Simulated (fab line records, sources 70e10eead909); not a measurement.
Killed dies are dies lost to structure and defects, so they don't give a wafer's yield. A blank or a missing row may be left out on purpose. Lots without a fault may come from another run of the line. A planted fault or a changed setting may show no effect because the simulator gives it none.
Chamber matching | flow nand_harc | NHARC_A_STAIRCASE_DESCUM_11 on rie_diel-02: 4 sister chambers
The step chemistry O2, time 3 s. 4 wafers are shown with their chamber, then 10 later ones without.

WAFERS WITH THEIR CHAMBER
wafer  | chamber | drypump_motor_current_A (A)
L080.6 | 1       | 5.78
L086.5 | 3       | 5.23
L089.1 | 0       | 5.64
L089.3 | 2       | 6.02

WAFERS WITHOUT THEIR CHAMBER
wafer  | drypump_motor_current_A (A)
L089.4 | 5.75
L090.1 | 5.58
L090.3 | 5.75
L090.6 | 5.61
L095.1 | 6.02
L095.2 | 5.77
L095.3 | 5.62
L097.2 | 5.78
L097.3 | 5.65
L097.6 | 5.61

WHICH CHAMBER EACH WENT THROUGH
wafer  | from the rows above | in truth
L089.4 | 1                   | 1
L090.1 | 0                   | 0
L090.3 | 1                   | 1
L090.6 | 0                   | 0
L095.1 | 2                   | 2
L095.2 | 1                   | 1
L095.3 | 0                   | 0
L097.2 | 1                   | 1
L097.3 | 0                   | 0
L097.6 | 0                   | 0
Placed correctly: 10 of 10. Can't be placed from these rows: 0. Placed wrongly: 0.
How it was worked out, from the rows above alone: a wafer's distance from a chamber is the root of the sum, over the readings, of the square of ((its reading less the chamber's mean) divided by the reading's scatter). The wafer belongs to the nearest chamber; if the next one is less than 2 further off, it can't be placed. A chamber's mean is the mean of its shown wafers. The scatter: with one shown wafer a chamber, the root of the mean of the squares of how far each hidden wafer lies from its nearest shown one.
